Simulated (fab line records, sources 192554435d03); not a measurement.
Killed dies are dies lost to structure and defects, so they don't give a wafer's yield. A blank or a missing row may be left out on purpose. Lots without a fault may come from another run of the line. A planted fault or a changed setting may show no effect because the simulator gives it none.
fab line records | flow n5_finfet
record lots=11 wafers=32 last_day=17
route steps=1938 shown BEOL_M8@1396 BEOL_M9@1403
lots that met no fault: from a run of the same line without faults
start_h: hours from the record's first day to the start of the lot's first wafer shown | wait_h: hours since the lot's step before | " the same as in the row above | L1.1+2: a row that stands for several wafers | - no value, or no start given | * or withheld: withheld | < > ~ a bound
route shown NAME@n: a module of which the file shows steps, and the number in the route of the first | usual: mean/standard deviation of fault-free wafers | same: alike in all rows | chamber/n: place in a boat | sites: the reading at each site | _std_site: their standard deviation | _edge_site: outer sites' mean less inner sites' | radius_mm: how far each site lies from the wafer's centre | mask NAME#n: copy n | behind: the tool/chamber that last shaped the wafer | hold: why the lot was held/for how many hours/how that ended | device: the transistor (n, p or np) that didn't switch | end of line: the same wafers' tests at the end of the route | a step without rows: its recipe alone | killed: dies lost to structure and defects at the first sort, not the wafer's yield | map: a wafer's dies, x killed, . not, _ none there
set.NAME: the setting as run; set.NAME@STEP: as run at that earlier step | model.NAME: the simulator's own value behind a step, which no gauge read
steps of the route over a sample of lots; a table a step, a row a wafer
services: from which hour (start_h, from the record's first day; less than 0 if before it) a tool's chamber was out of use, for how many hours, and why
## steps
# step N5_BEOL_M8_THK_MEAS_53
# recipe thk_meas_gauge=xrf reads=Cu_of_BEOL_M8_ECD_50
# usual M8_THK=78.9/1.7
# columns lot.wafer tool chamber start_h wait_h M8_THK[nm]
L790.1 film_metro-02 - 201.19 - 77.0
L790.5 " - " " 78.3
L790.6 " - " " 79.9
L791.1 film_metro-02 - 214.08 - 81.3
L791.2 " - " " 80.9
L791.4 " - " " 79.7
L793.1 film_metro-02 - 223.30 - 79.4
L793.2 " - " " 78.6
L793.6 " - " " 79.9
L796.1 film_metro-02 - 236.74 - 79.9
L796.3 " - " " 80.5
L796.4 " - " " 79.8
L798.2 film_metro-02 - 249.07 - 81.5
L798.3 " - " " 81.1
L798.6 " - " " 80.1
L805.1 film_metro-01 - 299.91 - 77.3
L805.4 " - " " 78.0
L805.6 " - " " 80.2
L807.1 film_metro-02 - 307.30 - 82.1
L807.4 " - " " 79.7
L809.1 film_metro-01 - 312.05 - 81.6
L809.4 " - " " 79.5
L809.6 " - " " 80.8
L808.1 film_metro-02 - 318.00 - 76.4
L808.3 " - " " 77.5
L808.6 " - " " 75.0
L811.2 film_metro-01 - 327.50 - 77.7
L811.3 " - " " 78.6
L811.6 " - " " 77.4
L813.3 film_metro-01 - 338.24 - 80.3
L813.4 " - " " 78.8
L813.6 " - " " 79.2
# step N5_BEOL_M9_THK_MEAS_01
# recipe reads=SiCOH_lowk_of_BEOL_M9_ILD_DEP_00
# usual M9_ILD_THK=270/3.3
# columns lot.wafer tool chamber start_h wait_h M9_ILD_THK[nm]
L790.1 film_metro-02 - 201.98 0.4 267
L790.5 " - " " 270
L790.6 " - " " 273
L791.1 film_metro-01 - 214.87 0.4 265
L791.2 " - " " 265
L791.4 " - " " 270
L793.1 film_metro-01 - 224.11 0.4 266
L793.2 " - " " 266
L793.6 " - " " 268
L796.1 film_metro-01 - 237.53 0.4 269
L796.3 " - " " 270
L796.4 " - " " 270
L798.2 film_metro-02 - 250.06 0.4 271
L798.3 " - " " 272
L798.6 " - " " 277
L805.1 film_metro-01 - 300.70 0.4 270
L805.4 " - " " 273
L805.6 " - " " 272
L807.1 film_metro-02 - 308.24 0.4 272
L807.4 " - " " 275
L809.1 film_metro-02 - 312.84 0.4 269
L809.4 " - " " 273
L809.6 " - " " 273
L808.1 film_metro-02 - 318.79 0.4 269
L808.3 " - " " 270
L808.6 " - " " 274
L811.2 film_metro-01 - 328.28 0.4 269
L811.3 " - " " 270
L811.6 " - " " 273
L813.3 film_metro-02 - 339.09 0.3 267
L813.4 " - " " 273
L813.6 " - " " 272
# step N5_BEOL_M9_ETCH_61
# recipe chemistry=CF4 target=SiARC target_depth_a=390 mask_material=CAR-ArF time_s=65 ion_energy_ev=80 pressure_mtorr=40 source_w=545 bias_w=36 Ar_flow_sccm=100 cf4_flow_sccm=100 ends=cleared
# usual bias_w=35.99/0.1 drypump_motor_current_A=5.5/0.42 etch_rf_on_time_s=65.4/1.1 oes_product_au=0.68/0.077 rf_vpp_V=184.3/1.1 showerhead_plenum_p_Torr=2.16/0.064 throttle_valve_pct=15.60/0.2
# columns lot.wafer tool chamber start_h wait_h bias_w drypump_motor_current_A etch_rf_on_time_s oes_product_au rf_hours_counter_h rf_vpp_V showerhead_plenum_p_Torr throttle_valve_pct
L790.1 rie_diel-03 1 202.75 0.0 36.07 5.2 66.9 0.60 209 184.3 2.21 15.69
L790.5 " 3 " " 36.10 5.1 65.0 0.71 - 181.8 2.16 15.50
L790.6 " 0 " " 36.06 5.3 66.6 0.60 - 184.8 2.21 15.65
L791.1 rie_diel-05 0 215.83 0.0 35.88 5.3 64.9 0.65 168 184.0 2.14 15.47
L791.2 " 3 " " 35.86 5.4 65.6 0.63 182 185.1 2.22 15.64
L791.4 " 2 " " 36.05 6.0 65.5 0.58 249 182.8 2.11 15.97
L793.1 rie_diel-05 1 225.51 0.0 35.93 5.6 64.0 0.81 6 185.4 2.27 15.57
L793.2 " 0 " " 35.92 5.3 65.8 0.64 172 185.0 2.14 15.47
L793.6 " 3 " " 36.12 5.4 66.0 0.62 - 184.9 2.22 15.65
L796.1 rie_diel-05 2 240.02 0.0 35.74 6.0 65.9 0.84 1 182.9 2.11 15.49
L796.3 " 3 " " 36.07 5.4 65.9 0.62 191 185.0 2.22 15.67
L796.4 " 0 " " 36.05 5.3 65.8 0.64 177 183.8 2.14 15.48
L798.2 rie_diel-06 2 251.30 0.0 36.03 5.7 67.0 0.61 162 182.4 2.06 16.02
L798.3 " 3 " " 36.03 6.8 63.6 0.73 61 184.4 2.18 15.42
L798.6 " 0 " " 35.96 5.5 64.4 0.64 - 182.4 2.05 15.86
L805.1 rie_diel-05 3 303.05 0.0 - 5.4 127.0 0.50 209 185.2 2.21 15.69
L805.4 " 0 " " - 5.3 125.7 0.51 198 183.1 2.13 15.53
L805.6 " 2 " " 36.05 6.0 65.8 0.77 - 181.9 2.10 15.52
L807.1 rie_diel-05 1 309.19 0.0 - 5.6 124.0 0.61 34 184.8 2.27 15.60
L807.4 " 0 " " - 5.3 126.2 0.51 200 184.5 2.13 15.52
L809.1 rie_diel-06 0 314.85 0.0 35.93 5.5 65.4 0.62 194 184.4 2.05 15.89
L809.4 " 3 " " 36.04 6.8 64.7 0.70 83 183.6 2.17 15.47
L809.6 " 3 " " 35.91 6.8 64.7 0.71 - 185.9 2.17 15.49
L808.1 rie_diel-03 0 320.84 0.0 36.00 5.3 65.2 0.58 236 185.9 2.19 15.72
L808.3 " 3 " " 35.99 5.1 65.2 0.68 128 185.7 2.15 15.57
L808.6 " 2 " " 35.98 4.8 65.2 0.74 - 184.6 2.10 15.14
L811.2 rie_diel-06 0 329.98 0.0 35.74 5.5 64.6 0.62 198 184.6 2.05 15.91
L811.3 " 1 " " 36.03 5.3 64.9 0.70 108 183.2 2.16 15.74
L811.6 " 1 " " 35.83 5.3 64.7 0.71 - 183.5 2.16 15.74
L813.3 rie_diel-03 1 340.40 0.0 36.16 5.1 66.8 0.58 250 185.2 2.20 15.77
L813.4 " 3 " " 36.06 5.1 65.1 0.68 135 184.6 2.15 15.57
L813.6 " 1 " " 35.93 5.2 66.7 0.57 - 184.8 2.20 15.79
# step N5_BEOL_M9_HM_OPEN_17
# recipe chemistry=Cl2/BCl3 target_depth_a=200 overetch_a=60 target=TiN mask_material=SOC ion_energy_ev=150 pressure_mtorr=10 icp_w=1000 bias_w=126 Cl2_flow_sccm=53.25 bcl3_flow_sccm=21.75 Ar_flow_sccm=25
# usual bias_w=125.9/0.37 drypump_motor_current_A=6.0/0.48 oes_product_au=0.66/0.065 throttle_valve_pct=22.17/0.17
# columns lot.wafer tool chamber start_h wait_h bias_w drypump_motor_current_A oes_product_au rf_hours_counter_h throttle_valve_pct
L790.1 rie_metal-01 1 202.99 0.0 125.7 5.6 0.69 31 22.12
L790.5 " 0 " " 126.1 6.1 0.56 - 22.31
L790.6 " 1 " " 125.9 5.6 0.69 - 22.12
L791.1 rie_metal-03 1 216.07 0.0 125.1 5.3 0.78 8 22.25
L791.2 " 0 " " 125.8 6.2 0.64 44 22.09
L791.4 " 0 " " 125.5 6.2 0.65 - 22.08
L793.1 rie_metal-01 0 225.74 0.0 126.4 6.0 0.55 100 22.33
L793.2 " 1 " " 126.0 5.5 0.67 34 22.15
L793.6 " 1 " " 125.8 5.6 0.67 - 22.15
L796.1 rie_metal-03 1 240.26 0.0 126.6 5.3 0.77 9 22.26
L796.3 " 1 " " 126.5 5.3 0.77 - 22.24
L796.4 " 0 " " 126.4 6.2 0.65 - 22.09
L798.2 rie_metal-02 0 251.53 0.0 126.5 6.6 0.68 42 22.36
L798.3 " 0 " " 125.9 6.6 0.68 - 22.33
L798.6 " 0 " " 126.1 6.6 0.68 - 22.33
L805.1 rie_metal-03 1 303.29 0.0 126.1 5.3 0.75 17 22.26
L805.4 " 1 " " 125.8 5.3 0.76 - 22.26
L805.6 " 1 " " 125.7 5.3 0.75 - 22.24
L807.1 rie_metal-01 0 309.43 0.0 126.0 6.1 0.54 107 22.34
L807.4 " 1 " " 126.4 5.6 0.66 - 22.14
L809.1 rie_metal-01 1 315.09 0.0 126.0 5.6 0.66 42 22.14
L809.4 " 0 " " 125.9 6.1 0.54 - 22.32
L809.6 " 1 " " 125.7 5.6 0.66 - 22.15
L808.1 rie_metal-03 1 321.07 0.0 125.7 5.3 0.74 18 22.26
L808.3 " 0 " " 126.0 6.2 0.63 - 22.10
L808.6 " 0 " " 126.4 6.2 0.62 - 22.10
L811.2 rie_metal-03 0 330.21 0.0 125.8 6.2 0.63 54 22.10
L811.3 " 0 " " 126.5 6.2 0.63 - 22.10
L811.6 " 1 " " 125.6 5.3 0.74 - 22.27
L813.3 rie_metal-02 0 340.66 0.1 126.0 6.6 0.65 - 22.38
L813.4 " 1 " " 125.9 6.5 0.65 - 21.85
L813.6 " 1 " " 125.5 6.5 0.65 - 21.85
## services
# columns tool chamber start_h hours kind
rie_diel-05 1 189.36 - clean
rie_diel-05 1 189.36 - consumable_replace:focus_ring
rie_diel-05 1 189.36 - consumable_replace:showerhead
rie_diel-05 1 189.36 17.0 scheduled_down
rie_diel-05 1 189.36 17.0 vent_cycle
rie_diel-03 2 208.36 12.5 repair
rie_diel-03 3 217.87 22.0 repair
rie_diel-05 2 219.60 - clean
rie_diel-05 2 219.60 - consumable_replace:focus_ring
rie_diel-05 2 219.60 16.4 scheduled_down
rie_diel-05 2 219.60 16.4 vent_cycle
rie_diel-05 3 240.96 8.6 repair
rie_diel-05 2 283.44 5.7 repair
rie_diel-03 1 291.24 4.8 repair
rie_diel-03 - 296.14 0.2 repair
rie_diel-06 - 307.82 0.2 repair
rie_metal-03 - 319.20 0.7 repair
rie_diel-03 1 340.61 - clean
rie_diel-03 1 340.61 - consumable_replace:focus_ring
## key
first_sign step=N5_BEOL_M9_ETCH_61 reading=etch_rf_on_time_s direction=up sigmas=57 usual=* struck=*
effect step=N5_BEOL_M9_ETCH_61 reading=oes_product_au direction=down sigmas=1.9 usual=0.68 struck=0.53
met_at N5_BEOL_M9_ETCH_61
struck_lots L805,L807
struck_wafers L805.1,L805.4,L807.1,L807.4
not_acting_at N5_BEOL_M8_THK_MEAS_53,N5_BEOL_M9_THK_MEAS_01,N5_BEOL_M9_HM_OPEN_17
onset_between 240.02 303.05
fault kind=process_parameter_drift tool=rie_diel-05 chamber=- onset_h=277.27 steps=N5_BEOL_M9_ETCH_61 channel=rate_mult offset=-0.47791 shape=step end_h=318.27 scope=struck_wafers_only
